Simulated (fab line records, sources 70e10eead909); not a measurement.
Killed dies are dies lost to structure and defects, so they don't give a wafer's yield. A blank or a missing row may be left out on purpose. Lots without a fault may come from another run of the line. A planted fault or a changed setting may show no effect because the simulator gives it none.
fab line records | flow nand_harc
record lots=5 wafers=15 last_day=25
route steps=1159 shown A_M1@1053 A_BONDPAD@1059
lots that met no fault: from a run of the same line without faults
start_h: hours from the record's first day to the start of the lot's first wafer shown | wait_h: hours since the lot's step before | " the same as in the row above | L1.1+2: a row that stands for several wafers | - no value, or no start given | * or withheld: withheld | < > ~ a bound
route shown NAME@n: a module of which the file shows steps, and the number in the route of the first | usual: mean/standard deviation of fault-free wafers | same: alike in all rows | chamber/n: place in a boat | sites: the reading at each site | _std_site: their standard deviation | _edge_site: outer sites' mean less inner sites' | radius_mm: how far each site lies from the wafer's centre | mask NAME#n: copy n | behind: the tool/chamber that last shaped the wafer | hold: why the lot was held/for how many hours/how that ended | device: the transistor (n, p or np) that didn't switch | end of line: the same wafers' tests at the end of the route | a step without rows: its recipe alone | killed: dies lost to structure and defects at the first sort, not the wafer's yield | map: a wafer's dies, x killed, . not, _ none there
set.NAME: the setting as run; set.NAME@STEP: as run at that earlier step | model.NAME: the simulator's own value behind a step, which no gauge read
lots at some steps of the route; a table a step, a row a wafer
services: from which hour (start_h, from the record's first day; less than 0 if before it) a tool's chamber was out of use, for how many hours, and why
## steps
# step NHARC_A_M1_THK_MEAS_24
# recipe thk_meas_gauge=xrf
# usual thk_nm=154.7/1.7
# columns lot.wafer tool chamber start_h wait_h thk_nm
L087.1 film_metro-02 - 480.88 - 159.9
L087.2 " - " " 153.9
L087.3 " - " " 157.5
L085.2 film_metro-01 - 481.41 - 155.5
L085.5 " - " " 156.5
L085.6 " - " " 153.8
L092.1 film_metro-01 - 528.25 - 151.0
L092.3 " - " " 153.5
L092.4 " - " " 153.7
L095.3 film_metro-02 - 532.89 - 153.2
L095.5 " - " " 152.0
L095.6 " - " " 153.4
L097.3 film_metro-01 - 544.71 - 155.3
L097.4 " - " " 154.3
L097.6 " - " " 151.7
# step NHARC_A_M1_SRD_25
# columns lot.wafer tool chamber start_h wait_h
L087.3+2+1 wet_bench-10 5,6,7 480.93 0.0
L085.2+5+6 wet_bench-10 6,0,3 481.45 0.0
L092.4+3+1 wet_bench-08 4,6,0 528.29 0.0
L095.6+3+5 wet_bench-08 5,0,1 532.93 0.0
L097.3+6+4 wet_bench-10 3,6,0 544.75 0.0
# step NHARC_A_M1_INSPECT_27
# usual raw_defect_count=467/110
# columns lot.wafer tool chamber start_h wait_h raw_defect_count
L087.1 defect_inspect-01 - 481.03 0.0 352
L087.2 " - " " 533
L087.3 " - " " 437
L085.2 defect_inspect-02 - 481.58 0.0 618
L085.5 " - " " 531
L085.6 " - " " 464
L092.1 defect_inspect-02 - 528.41 0.0 467
L092.3 " - " " 425
L092.4 " - " " 622
L095.3 defect_inspect-01 - 533.05 0.0 270
L095.5 " - " " 407
L095.6 " - " " 644
L097.3 defect_inspect-01 - 544.86 0.0 363
L097.4 " - " " 379
L097.6 " - " " 487
# step NHARC_A_M1_PRE_CLEAN_32
# recipe time_s=12 temp_c=370 rf_power_w=300 gas=NH3
# usual heater_power_w=655/94
# columns lot.wafer tool chamber start_h wait_h heater_power_w
L087.3 pecvd-02 2 481.10 0.1 664
L087.2 " 0 " " 807
L087.1 " 1 " " 724
L085.2 pecvd-02 1 481.65 0.1 607
L085.5 " 2 " " 624
L085.6 " 0 " " 780
L092.1 pecvd-02 1 528.47 0.1 659
L092.4 " 1 " " 658
L092.3 " 2 " " 666
L095.3 pecvd-04 1 533.14 0.1 558
L095.5 " 2 " " 739
L095.6 " 0 " " 476
L097.3 pecvd-02 0 544.94 0.1 810
L097.6 " 0 " " 826
L097.4 " 2 " " 654
# step NHARC_A_M1_DEP_33
# recipe target_thk_a=300 temp_c=370 target_thk_nm=30 pressure_torr=3 flow_sccm=200 rf_w=450 material=SiCN
# usual heater_power_w=606/94
# columns lot.wafer tool chamber start_h wait_h heater_power_w
L087.3 pecvd-02 2 481.18 0.1 644
L087.2 " 0 " " 739
L087.1 " 1 " " 537
L085.2 pecvd-02 1 481.73 0.1 581
L085.5 " 2 " " 563
L085.6 " 0 " " 716
L092.1 pecvd-02 1 528.59 0.1 584
L092.4 " 1 " " 586
L092.3 " 2 " " 618
L095.3 pecvd-04 1 533.28 0.1 465
L095.5 " 2 " " 593
L095.6 " 0 " " 461
L097.3 pecvd-02 0 545.01 0.1 809
L097.6 " 0 " " 806
L097.4 " 2 " " 625
# step NHARC_A_BONDPAD_DEP_00
# recipe target_thk_a=2500 temp_c=370 target_thk_nm=250 pressure_torr=3 flow_sccm=200 rf_w=450 material=SiCN
# usual heater_power_w=590/74
# columns lot.wafer tool chamber start_h wait_h heater_power_w
L087.2 pecvd-01 1 481.73 - 687
L087.1 " 2 " " 616
L087.3 " 0 " " 565
L085.2 pecvd-01 2 482.31 - 670
L085.5 " 2 " " 537
L085.6 " 0 " " 537
L092.3 pecvd-03 1 529.28 - 557
L092.1 " 0 " " 619
L092.4 " 2 " " 607
L095.3 pecvd-03 1 533.80 - 627
L095.5 " 0 " " 610
L095.6 " 2 " " 624
L097.3 pecvd-03 2 545.62 - 654
L097.4 " 1 " " 657
L097.6 " 0 " " 524
# step NHARC_A_BONDPAD_CMP_29
# recipe target_thk_nm=200 material=SiCN
# usual motor_current_A=12.0/1.1 slurry_flow_ml_min=150.0/0.53
# columns lot.wafer tool chamber start_h wait_h motor_current_A slurry_flow_ml_min
L087.3 cmp-02 0 482.15 - 12.1 150.2
L087.1 " 1 " " 11.7 149.5
L087.2 " 3 " " 10.4 149.9
L085.2 cmp-01 1 482.74 - 11.9 150.0
L085.6 " 0 " " 11.2 150.6
L085.5 " 1 " " 11.4 150.0
L092.4 cmp-02 2 529.68 - 12.4 150.6
L092.3 " 0 " " 12.1 150.1
L092.1 " 1 " " 11.2 148.9
L095.3 cmp-04 0 534.18 - 12.5 149.3
L095.6 " 3 " " 13.8 149.3
L095.5 " 0 " " 13.6 149.8
L097.4 cmp-02 3 546.01 - 10.4 150.2
L097.3 " 2 " " 12.0 150.0
L097.6 " 0 " " 11.4 151.1
# step NHARC_A_BONDPAD_THK_MEAS_30
# recipe thk_meas_gauge=ellipsometry
# usual thk_nm=200.2/1.5
# columns lot.wafer tool chamber start_h wait_h thk_nm
L087.1 film_metro-02 - 482.39 0.2 204.2
L087.2 " - " " 202.6
L087.3 " - " " 200.2
L085.2 film_metro-02 - 482.97 0.2 199.2
L085.5 " - " " 198.1
L085.6 " - " " 198.4
L092.1 film_metro-01 - 529.93 0.1 203.7
L092.3 " - " " 201.2
L092.4 " - " " 201.5
L095.3 film_metro-02 - 534.41 0.2 199.1
L095.5 " - " " 201.4
L095.6 " - " " 198.8
L097.3 film_metro-01 - 546.26 0.2 200.9
L097.4 " - " " 199.0
L097.6 " - " " 200.8
# step NHARC_A_BONDPAD_SRD_31
# columns lot.wafer tool chamber start_h wait_h
L087.1+3+2 wet_bench-10 0,1,2 482.45 0.1
L085.6+5+2 wet_bench-08 5,6,0 483.02 0.0
L092.1+4+3 wet_bench-08 7,0,1 529.97 0.0
L095.6+5+3 wet_bench-10 7,2,3 534.45 0.0
L097.6+3+4 wet_bench-08 0,1,4 546.31 0.0
# step NHARC_A_BONDPAD_DEHYDRATE_01
# recipe temp_c=150 time_s=120
# columns lot.wafer tool chamber start_h wait_h
L087.1+2+3 litho_track-03 0 482.52 0.1
L085.2+5+6 litho_track-02 0 483.09 0.1
L092.1+3+4 litho_track-07 0 530.05 0.1
L095.3+5+6 litho_track-07 0 534.53 0.1
L097.3+4+6 litho_track-03 0 546.39 0.1
# step NHARC_A_BONDPAD_HMDS_02
# recipe time_s=30
# columns lot.wafer tool chamber start_h wait_h
L087.1+2+3 litho_track-03 0 - -
L085.2+5+6 litho_track-02 0 - -
L092.1+3+4 litho_track-07 0 - -
L095.3+5+6 litho_track-07 0 - -
L097.3+4+6 litho_track-03 0 - -
# step NHARC_A_BONDPAD_COAT_33
# recipe temp_c=200 time_s=65
# columns lot.wafer tool chamber start_h wait_h
L087.1+2+3 litho_track-03 0 - -
L085.2+5+6 litho_track-02 0 - -
L092.1+3+4 litho_track-07 0 - -
L095.3+5+6 litho_track-07 0 - -
L097.3+4+6 litho_track-03 0 - -
# step NHARC_A_BONDPAD_COAT_03
# recipe spin_rpm=2000 resist_thk_nm=600
# usual spin_speed_rpm=1999.9/1.2
# columns lot.wafer tool chamber start_h wait_h spin_speed_rpm
L087.1 litho_track-03 0 - - 2000.6
L087.2 " 0 " " 2000.0
L087.3 " 0 " " 1998.8
L085.2 litho_track-02 0 - - 2000.0
L085.5 " 0 " " 2002.1
L085.6 " 0 " " 2001.0
L092.1 litho_track-07 0 - - 1999.0
L092.3 " 0 " " 1999.5
L092.4 " 0 " " 2002.1
L095.3 litho_track-07 0 - - 2000.0
L095.5 " 0 " " 1999.0
L095.6 " 0 " " 2000.8
L097.3 litho_track-03 0 - - 2000.5
L097.4 " 0 " " 2001.6
L097.6 " 0 " " 2001.4
# step NHARC_A_BONDPAD_SOFTBAKE_04
# recipe temp_c=125 time_s=70
# columns lot.wafer tool chamber start_h wait_h
L087.1+2+3 litho_track-03 0 - -
L085.2+5+6 litho_track-02 0 - -
L092.1+3+4 litho_track-07 0 - -
L095.3+5+6 litho_track-07 0 - -
L097.3+4+6 litho_track-03 0 - -
# step NHARC_A_BONDPAD_EBR_05
# columns lot.wafer tool chamber start_h wait_h
L087.1+2+3 litho_track-03 0 - -
L085.2+5+6 litho_track-02 0 - -
L092.1+3+4 litho_track-07 0 - -
L095.3+5+6 litho_track-07 0 - -
L097.3+4+6 litho_track-03 0 - -
# step NHARC_A_BONDPAD_EXPOSE_06
# recipe na=0.55 dose_mj=36.99 mask_id=A_BPAD
# columns lot.wafer tool chamber start_h wait_h mask
L087.1+2+3 krf_scanner-02 0 482.68 - A_BPAD#0
L085.2+5+6 krf_scanner-03 0 483.39 - A_BPAD#0
L092.1+3+4 krf_scanner-04 0 530.34 - A_BPAD#0
L095.3+5+6 krf_scanner-02 0 534.84 - A_BPAD#0
L097.3+4+6 krf_scanner-04 0 546.56 - A_BPAD#0
# step NHARC_A_BONDPAD_PEB_07
# recipe peb_temp_c=128 peb_time_s=80
# columns lot.wafer tool chamber start_h wait_h
L087.1+2+3 litho_track-02 0 482.75 0.1
L085.2+5+6 litho_track-03 0 483.45 0.1
L092.1+3+4 litho_track-02 0 530.41 0.1
L095.3+5+6 litho_track-07 0 534.89 0.1
L097.3+4+6 litho_track-07 0 546.62 0.1
# step NHARC_A_BONDPAD_DEVELOP_08
# recipe time_s=50 dev_temp_c=22
# columns lot.wafer tool chamber start_h wait_h
L087.1+2+3 litho_track-02 0 - -
L085.2+5+6 litho_track-03 0 - -
L092.1+3+4 litho_track-02 0 - -
L095.3+5+6 litho_track-07 0 - -
L097.3+4+6 litho_track-07 0 - -
# step NHARC_A_BONDPAD_CD_MEAS_09
# recipe target_cd_nm=500 landing_energy_ev=500
# usual cd_nm=500.9/1.7
# columns lot.wafer tool chamber start_h wait_h cd_nm
L087.1 cd_sem-03 0 482.83 - 502.7
L087.2 " 0 " " 501.1
L087.3 " 0 " " 502.4
L085.2 cd_sem-02 0 483.54 - 500.4
L085.5 " 0 " " 503.9
L085.6 " 0 " " 504.1
L092.1 cd_sem-01 0 530.49 - 503.5
L092.3 " 0 " " 499.3
L092.4 " 0 " " 499.5
L095.3 cd_sem-03 0 534.98 - 501.8
L095.5 " 0 " " 503.5
L095.6 " 0 " " 498.9
L097.3 cd_sem-03 0 546.72 - 499.9
L097.4 " 0 " " 498.8
L097.6 " 0 " " 499.3
# step NHARC_A_BONDPAD_OVL_MEAS_35
# usual overlay_x_nm=1/5.6 overlay_y_nm=0/5.5
# columns lot.wafer tool chamber start_h wait_h overlay_x_nm overlay_y_nm
L087.1 overlay-02 - 482.92 - 2 2
L087.2 " - " " 2 2
L087.3 " - " " 2 2
L085.2 overlay-02 - 483.63 - -3 6
L085.5 " - " " -3 7
L085.6 " - " " -3 7
L092.1 overlay-02 - 530.58 - 6 -12
L092.3 " - " " 7 -12
L092.4 " - " " 7 -12
L095.3 overlay-02 - 535.07 - -4 1
L095.5 " - " " -3 1
L095.6 " - " " -3 1
L097.3 overlay-02 - 546.80 - -2 -4
L097.4 " - " " -2 -4
L097.6 " - " " -2 -4
# step NHARC_A_BONDPAD_HARDBAKE_10
# recipe temp_c=118 time_s=65
# columns lot.wafer tool chamber start_h wait_h
L087.1+2+3 litho_track-07 0 482.97 0.0
L085.2+5+6 litho_track-03 0 483.68 0.0
L092.1+3+4 litho_track-03 0 530.63 0.0
L095.3+5+6 litho_track-03 0 535.12 0.1
L097.3+4+6 litho_track-07 0 546.85 0.1
# step NHARC_A_BONDPAD_DESCUM_11
# recipe time_s=3 o2_flow_sccm=200 ar_flow_sccm=0 bias_power_w=0 chemistry=O2
# usual drypump_motor_current_A=5.6/0.45 oes_product_au=0.996/0.0092 rf_vpp_V=57.8/1 showerhead_plenum_p_Torr=1.91/0.11 throttle_valve_pct=11.311/0.0097
# columns lot.wafer tool chamber start_h wait_h drypump_motor_current_A oes_product_au rf_hours_counter_h rf_vpp_V showerhead_plenum_p_Torr throttle_valve_pct
L087.3 rie_diel-03 1 483.05 - 6.4 0.987 14 58.4 1.78 11.303
L087.2 " 2 " " 5.7 0.987 15 58.5 2.02 11.302
L087.1 " 0 " " 5.6 0.982 14 59.4 1.91 11.297
L085.2 rie_diel-05 2 483.77 - 5.6 1.001 55 57.8 1.94 11.302
L085.5 " 0 " " 6.3 0.999 - 57.3 1.90 11.311
L085.6 " 1 " " 5.6 1.004 - 56.5 1.81 11.295
L092.1 rie_diel-06 1 530.71 - 4.8 0.983 4 57.6 1.79 11.317
L092.3 " 2 " " 6.1 0.988 3 57.7 1.78 11.313
L092.4 " 0 " " 5.5 0.988 4 58.2 1.91 11.311
L095.3 rie_diel-03 1 535.21 - 6.4 0.984 24 57.6 1.77 11.303
L095.5 " 3 " " 5.2 1.007 - 57.9 2.07 11.312
L095.6 " 0 " " 5.6 0.982 - 58.2 1.91 11.306
L097.3 rie_diel-06 1 546.92 - 4.8 1.006 4 59.2 1.79 11.317
L097.4 " 1 " " 4.8 1.003 - 57.7 1.79 11.309
L097.6 " 2 " " 6.0 0.988 - 56.2 1.78 11.310
# step NHARC_A_BONDPAD_ETCH_34
# recipe target_depth_a=600 overetch_a=180 time_s=65.91 ion_energy_ev=200 n2_flow_sccm=150 h2_flow_sccm=150 ar_flow_sccm=0 rf_w=400 bias_w=150 chemistry=N2/H2
# usual drypump_motor_current_A=5.6/0.45 oes_product_au=0.994/0.0095 rf_vpp_V=430/3.3 showerhead_plenum_p_Torr=2.03/0.12 throttle_valve_pct=14.170/0.0094
# columns lot.wafer tool chamber start_h wait_h drypump_motor_current_A oes_product_au rf_hours_counter_h rf_vpp_V showerhead_plenum_p_Torr throttle_valve_pct
L087.2 rie_diel-03 1 483.13 0.1 6.4 0.988 14 426 1.89 14.181
L087.3 " 2 " " 5.7 0.984 15 435 2.16 14.170
L087.1 " 0 " " 5.5 0.977 14 430 2.04 14.176
L085.2 rie_diel-05 0 483.86 0.1 6.3 0.980 53 429 2.02 14.185
L085.6 " 1 " " 5.6 1.004 - 428 1.92 14.153
L085.5 " 2 " " 5.6 0.990 - 432 2.06 14.162
L092.3 rie_diel-06 2 530.79 0.1 6.0 0.983 3 425 1.90 14.167
L092.1 " 3 " " 5.7 0.995 4 431 2.11 14.167
L092.4 " 0 " " 5.5 0.996 4 431 2.04 14.172
L095.3 rie_diel-03 3 535.27 0.1 5.3 1.004 25 435 2.21 14.174
L095.6 " 3 " " 5.3 1.005 - 434 2.21 14.178
L095.5 " 0 " " 5.6 0.984 - 430 2.03 14.163
L097.3 rie_diel-06 2 547.04 0.1 6.1 0.986 4 427 1.90 14.177
L097.4 " 1 " " 4.8 0.988 - 427 1.90 14.189
L097.6 " 3 " " 5.8 0.994 - 433 2.11 14.166
# step NHARC_A_BONDPAD_ETCH_12
# recipe target_depth_a=2200 time_s=110 chf3_flow_sccm=50 o2_flow_sccm=10 ar_flow_sccm=200 rf_w=500 bias_w=200 chemistry=CHF3/O2
# usual drypump_motor_current_A=5.6/0.46 oes_product_au=0.946/0.024 rf_vpp_V=370.3/2.9 showerhead_plenum_p_Torr=2.39/0.13 throttle_valve_pct=20.573/0.0098
# columns lot.wafer tool chamber start_h wait_h drypump_motor_current_A oes_product_au rf_hours_counter_h rf_vpp_V showerhead_plenum_p_Torr throttle_valve_pct
L087.3 rie_diel-03 0 - - 5.5 0.917 14 370.4 2.40 20.564
L087.1 " 2 " " 5.7 0.911 15 374.4 2.53 20.587
L087.2 " 3 " " 5.2 0.931 15 374.4 2.59 20.559
L085.2 rie_diel-05 3 - - 5.4 0.945 54 371.9 2.43 20.582
L085.5 " 0 " " 6.3 0.925 - 368.9 2.38 20.576
L085.6 " 1 " " 5.6 0.931 - 369.6 2.27 20.569
L092.3 rie_diel-06 0 - - 5.5 0.975 4 370.7 2.40 20.578
L092.4 " 1 " " 4.8 0.946 4 366.9 2.25 20.566
L092.1 " 2 " " 6.0 0.942 3 367.3 2.24 20.562
L095.3 rie_diel-03 2 - - 5.7 0.925 24 374.1 2.53 20.567
L095.6 " 2 " " 5.7 0.915 - 373.2 2.53 20.579
L095.5 " 3 " " 5.3 0.928 - 374.1 2.59 20.564
L097.3 rie_diel-06 3 - - 5.7 0.959 4 372.4 2.48 20.579
L097.6 " 2 " " 6.1 0.951 - 366.9 2.24 20.569
L097.4 " 3 " " 5.7 0.958 - 372.7 2.48 20.579
# step NHARC_A_BONDPAD_CD_MEAS_13
# usual cd_nm=500.6/1.9
# columns lot.wafer tool chamber start_h wait_h cd_nm
L087.1 cd_sem-02 - 483.36 - 503.4
L087.2 " - " " 501.1
L087.3 " - " " 503.6
L085.2 cd_sem-02 - 484.07 - 499.2
L085.5 " - " " 503.1
L085.6 " - " " 504.8
L092.1 cd_sem-02 - 531.02 - 502.2
L092.3 " - " " 497.9
L092.4 " - " " 498.3
L095.3 cd_sem-02 - 535.51 - 501.4
L095.5 " - " " 503.3
L095.6 " - " " 498.7
L097.3 cd_sem-03 - 547.29 - 499.4
L097.4 " - " " 498.8
L097.6 " - " " 497.7
# step NHARC_A_BONDPAD_STRIP_15
# recipe o2_flow_sccm=500 ar_flow_sccm=0 bias_w=0 chemistry=O2
# usual drypump_motor_current_A=5.6/0.46 oes_product_au=0.996/0.0098 rf_vpp_V=57.7/0.93 showerhead_plenum_p_Torr=3.49/0.17 throttle_valve_pct=17.036/0.0084
# columns lot.wafer tool chamber start_h wait_h drypump_motor_current_A oes_product_au rf_hours_counter_h rf_vpp_V showerhead_plenum_p_Torr throttle_valve_pct
L087.3 rie_diel-06 1 483.45 0.1 4.8 0.984 2 57.3 3.31 17.055
L087.2 " 2 " " 6.0 0.991 2 56.0 3.30 17.040
L087.1 " 3 " " 5.8 1.004 2 59.0 3.64 17.048
L085.2 rie_diel-06 2 484.19 0.1 6.0 0.997 2 57.2 3.30 17.039
L085.5 " 3 " " 5.8 1.005 - 57.4 3.64 17.030
L085.6 " 0 " " 5.5 0.998 - 58.7 3.52 17.045
L092.4 rie_diel-03 0 531.13 0.1 5.5 0.981 21 57.2 3.52 17.034
L092.1 " 1 " " 6.4 0.988 24 57.6 3.29 17.041
L092.3 " 2 " " 5.7 0.993 24 58.7 3.71 17.040
L095.3 rie_diel-06 0 535.63 0.1 5.5 0.997 4 58.1 3.52 17.049
L095.5 " 1 " " 4.8 0.997 - 57.2 3.31 17.028
L095.6 " 2 " " 6.0 0.987 - 56.1 3.30 17.023
L097.3 rie_diel-03 1 547.38 0.1 6.4 0.984 26 57.0 3.29 17.044
L097.4 " 2 " " 5.7 0.995 26 57.4 3.71 17.044
L097.6 " 1 " " 6.4 0.979 - 56.3 3.29 17.023
# step NHARC_A_BONDPAD_ETCH_24
# recipe target_depth_a=300 over_etch_frac=0.3 time_s=72.99 ion_energy_ev=150 cf4_flow_sccm=50 n2_flow_sccm=100 ar_flow_sccm=150 rf_w=300 bias_w=100 chemistry=CF4/N2
# usual cf4_flow_sccm=49.99/0.15 drypump_motor_current_A=5.6/0.46 oes_product_au=0.996/0.0096 rf_vpp_V=313.7/2.4 showerhead_plenum_p_Torr=2.60/0.13 throttle_valve_pct=19.793/0.009
# columns lot.wafer tool chamber start_h wait_h cf4_flow_sccm drypump_motor_current_A oes_product_au rf_hours_counter_h rf_vpp_V showerhead_plenum_p_Torr throttle_valve_pct
L087.1 rie_diel-06 2 - - 49.59 6.1 0.999 2 312.7 2.46 19.778
L087.2 " 3 " " 49.96 5.8 0.999 2 313.5 2.71 19.803
L087.3 " 1 " " 50.16 4.8 0.998 2 311.6 2.46 19.786
L085.2 rie_diel-06 0 - - 49.76 5.5 1.001 2 315.5 2.62 19.797
L085.5 " 1 " " 49.88 4.8 0.994 - 312.2 2.46 19.803
L085.6 " 2 " " 50.12 6.0 0.994 - 311.9 2.46 19.788
L092.1 rie_diel-03 0 - - 50.02 5.6 0.987 21 314.0 2.62 19.789
L092.3 " 2 " " 49.97 5.7 1.005 24 315.1 2.76 19.784
L092.4 " 3 " " 50.00 5.3 1.001 25 317.3 2.83 19.793
L095.3 rie_diel-06 0 - - 50.04 5.5 1.001 4 314.5 2.62 19.779
L095.5 " 1 " " 50.01 4.8 1.002 - 312.5 2.46 19.791
L095.6 " 2 " " 49.84 6.1 0.991 - 312.2 2.46 19.805
L097.3 rie_diel-03 0 - - 50.16 5.5 0.991 23 314.6 2.62 19.791
L097.4 " 2 " " 49.90 5.7 1.013 26 316.7 2.76 19.806
L097.6 " 0 " " 50.19 5.6 0.985 - 314.1 2.62 19.790
# step NHARC_A_BONDPAD_STRIP_16
# recipe time_s=600 temp_c=30 chemistry=post_etch_residue_remover
# columns lot.wafer tool chamber start_h wait_h
L087.3+2+1 wet_bench-10 7,1,2 483.72 -
L085.5+6+2 wet_bench-10 0,1,4 484.42 -
L092.1+4+3 wet_bench-10 3,4,5 531.39 -
L095.6+5+3 wet_bench-08 2,4,7 535.86 -
L097.4+3+6 wet_bench-08 0,2,3 547.64 -
# step NHARC_A_BONDPAD_DEGAS_25
# recipe temp_c=300 time_s=60
# usual heater_power_w=447/38
# columns lot.wafer tool chamber start_h wait_h heater_power_w
L087.1 pvd_sputter-03 - 483.99 - 492
L087.2 " - " " 455
L087.3 " - " " 440
L085.2 pvd_sputter-02 - 484.72 - 382
L085.6 " - " " 478
L085.5 " - " " 450
L092.1 pvd_sputter-02 - 531.71 - 470
L092.4 " - " " 450
L092.3 " - " " 389
L095.3 pvd_sputter-03 - 536.17 - 465
L095.6 " - " " 489
L095.5 " - " " 445
L097.3 pvd_sputter-02 - 547.92 - 376
L097.4 " - " " 482
L097.6 " - " " 383
# step NHARC_A_BONDPAD_PRE_CLEAN_26
# recipe time_s=30 temp_c=280 gas=H2/He
# usual heater_power_w=396/32
# columns lot.wafer tool chamber start_h wait_h heater_power_w
L087.3 pvd_sputter-03 - - - 445
L087.2 " - " " 387
L087.1 " - " " 447
L085.2 pvd_sputter-02 - - - 418
L085.6 " - " " 342
L085.5 " - " " 416
L092.4 pvd_sputter-02 - - - 409
L092.1 " - " " 410
L092.3 " - " " 339
L095.3 pvd_sputter-03 - - - 392
L095.5 " - " " 438
L095.6 " - " " 411
L097.3 pvd_sputter-02 - - - 398
L097.4 " - " " 334
L097.6 " - " " 389
# step NHARC_A_BONDPAD_PVD_17
# recipe target_thk_a=50 bias_v=168.6 power_w=15000 chamber_pressure_pa=0.12 time_s=8.06 substrate_temp_c=50 material=TaN
# usual throttle_valve_pct=30.3/0.84
# columns lot.wafer tool chamber start_h wait_h throttle_valve_pct
L087.2 pvd_sputter-03 - - - 29.7
L087.1 " - " " 31.1
L087.3 " - " " 30.7
L085.2 pvd_sputter-02 - - - 30.8
L085.5 " - " " 30.2
L085.6 " - " " 29.0
L092.4 pvd_sputter-02 - - - 30.9
L092.3 " - " " 30.2
L092.1 " - " " 28.8
L095.3 pvd_sputter-03 - - - 30.9
L095.6 " - " " 29.6
L095.5 " - " " 30.1
L097.3 pvd_sputter-02 - - - 30.9
L097.4 " - " " 30.2
L097.6 " - " " 30.9
# step NHARC_A_BONDPAD_PVD_27
# recipe target_thk_a=300 chamber_pressure_pa=5 power_w=5000 substrate_temp_c=30 time_s=20.49 material=Cu
# usual throttle_valve_pct=30.3/0.81
# columns lot.wafer tool chamber start_h wait_h throttle_valve_pct
L087.1 pvd_sputter-03 - - - 30.3
L087.2 " - " " 30.4
L087.3 " - " " 29.7
L085.2 pvd_sputter-02 - - - 30.7
L085.5 " - " " 28.9
L085.6 " - " " 30.4
L092.3 pvd_sputter-02 - - - 30.1
L092.4 " - " " 30.2
L092.1 " - " " 28.8
L095.3 pvd_sputter-03 - - - 30.8
L095.6 " - " " 29.5
L095.5 " - " " 30.5
L097.4 pvd_sputter-02 - - - 30.9
L097.3 " - " " 29.2
L097.6 " - " " 30.2
# step NHARC_A_BONDPAD_ECD_18
# recipe target_thk_a=4000 bath_temp_c=25 material=Cu
# columns lot.wafer tool chamber start_h wait_h
L087.2+1+3 ecd_cu-01 1,0,1 484.35 -
L085.2+6+5 ecd_cu-01 0,1,0 485.11 -
L092.1+4+3 ecd_cu-01 0,1,0 532.11 -
L095.3+6+5 ecd_cu-01 1,0,1 536.78 -
L097.4+3+6 ecd_cu-01 0,1,1 548.37 -
# step NHARC_A_BONDPAD_ANNEAL_28
# recipe temp_c=225 time_s=90
# usual wafer_temp_C_max=226.3/0.33
# columns lot.wafer tool chamber start_h wait_h wafer_temp_C_max
L087.1 rtp_anneal-01 0 484.73 0.3 225.9
L087.2 " 0 " " 226.4
L087.3 " 0 " " 225.8
L085.2 rtp_anneal-01 0 485.49 - 226.4
L085.5 " 0 " " 226.5
L085.6 " 0 " " 226.2
L092.1 rtp_anneal-02 0 532.44 0.3 227.0
L092.3 " 0 " " 226.7
L092.4 " 0 " " 227.2
L095.3 rtp_anneal-02 0 537.14 - 226.8
L095.5 " 0 " " 227.0
L095.6 " 0 " " 226.3
L097.3 rtp_anneal-02 0 548.75 - 226.1
L097.4 " 0 " " 226.4
L097.6 " 0 " " 226.9
# step NHARC_A_BONDPAD_CMP_19
# recipe t_overpolish_s=30 cu_recess_touch_s=16 target_thk_nm=169.8
# usual motor_current_A=12.3/0.92 overpolish_run_s=30.000/0.0091 slurry_flow_ml_min=150.0/0.49
# same cu_recess_touch_s=16
# columns lot.wafer tool chamber start_h wait_h motor_current_A overpolish_run_s slurry_flow_ml_min
L087.3 cmp-04 3 485.07 - 13.5 30.011 150.0
L087.2 " 0 " " 12.8 29.985 150.1
L087.1 " 1 " " 11.2 30.008 150.2
L085.2 cmp-02 0 485.87 - 11.8 29.987 150.2
L085.5 " 1 " " 10.7 30.004 149.7
L085.6 " 2 " " 11.7 29.999 148.9
L092.4 cmp-01 0 532.81 - 11.9 30.021 150.1
L092.3 " 1 " " 11.5 29.986 150.0
L092.1 " 2 " " 12.1 30.002 149.9
L095.3 cmp-01 3 537.41 - 13.2 29.982 150.5
L095.6 " 2 " " 12.0 30.008 150.2
L095.5 " 3 " " 13.1 30.005 148.9
L097.3 cmp-01 1 549.05 - 11.8 29.995 149.6
L097.4 " 2 " " 11.5 29.981 150.0
L097.6 " 0 " " 11.9 30.006 149.5
# step NHARC_A_BONDPAD_THK_MEAS_20
# recipe thk_meas_gauge=xrf
# usual thk_nm=169.5/1.5
# columns lot.wafer tool chamber start_h wait_h thk_nm
L087.1 film_metro-01 - 485.40 - 172.1
L087.2 " - " " 170.1
L087.3 " - " " 168.5
L085.2 film_metro-01 - 486.10 - 169.6
L085.5 " - " " 171.9
L085.6 " - " " 170.6
L092.1 film_metro-02 - 533.10 - 170.7
L092.3 " - " " 170.3
L092.4 " - " " 170.7
L095.3 film_metro-02 - 537.71 - 170.2
L095.5 " - " " 170.1
L095.6 " - " " 173.0
L097.3 film_metro-02 - 549.31 - 169.0
L097.4 " - " " 171.4
L097.6 " - " " 170.2
# step NHARC_A_BONDPAD_SRD_21
# recipe time_s=30 temp_c=23 dry_time_s=20 spin_rpm=1500
# columns lot.wafer tool chamber start_h wait_h
L087.3+2+1 wet_bench-10 1,3,6 485.44 0.0
L085.6+5+2 wet_bench-08 6,0,1 486.14 0.0
L092.1+4+3 wet_bench-10 5,7,1 533.15 0.0
L095.5+6+3 wet_bench-08 2,5,7 537.75 0.0
L097.3+6+4 wet_bench-08 1,2,3 549.36 0.0
# step NHARC_A_BONDPAD_INSPECT_23
# usual raw_defect_count=476/120
# columns lot.wafer tool chamber start_h wait_h raw_defect_count
L087.1 defect_inspect-02 - 485.62 0.0 824
L087.2 " - " " 525
L087.3 " - " " 839
L085.2 defect_inspect-02 - 486.33 0.0 425
L085.5 " - " " 393
L085.6 " - " " 443
L092.1 defect_inspect-01 - 533.36 0.0 370
L092.3 " - " " 483
L092.4 " - " " 522
L095.3 defect_inspect-02 - 537.94 0.0 291
L095.5 " - " " 432
L095.6 " - " " 481
L097.3 defect_inspect-02 - 549.52 0.0 619
L097.4 " - " " 341
L097.6 " - " " 386
## services
# columns tool chamber start_h hours kind
pvd_sputter-03 - 458.00 10.0 pm
krf_scanner-02 - 472.57 2.6 repair
pecvd-03 - 473.29 13.0 pm
cmp-01 - 473.53 4.0 pm
rie_diel-06 0 476.35 - clean
rie_diel-06 1 476.35 - clean
rie_diel-06 2 476.35 - clean
rie_diel-06 3 476.35 - clean
krf_scanner-02 - 488.70 0.6 repair
krf_scanner-04 - 488.98 4.0 pm
cmp-04 - 497.13 4.0 pm
rie_diel-06 0 500.85 - clean
rie_diel-03 0 507.85 12.3 repair
litho_track-02 - 515.00 7.0 pm
pecvd-02 - 515.39 13.0 pm
rie_diel-05 - 517.68 9.0 pm
cmp-02 - 520.66 4.0 pm
krf_scanner-02 - 520.82 0.3 repair
cmp-04 - 524.49 6.1 repair
krf_scanner-03 - 529.30 4.0 pm
krf_scanner-04 - 533.21 0.3 repair
krf_scanner-03 - 537.83 0.5 repair
litho_track-07 - 539.00 7.0 pm
rie_diel-06 0 541.88 11.7 repair
## key
fault none
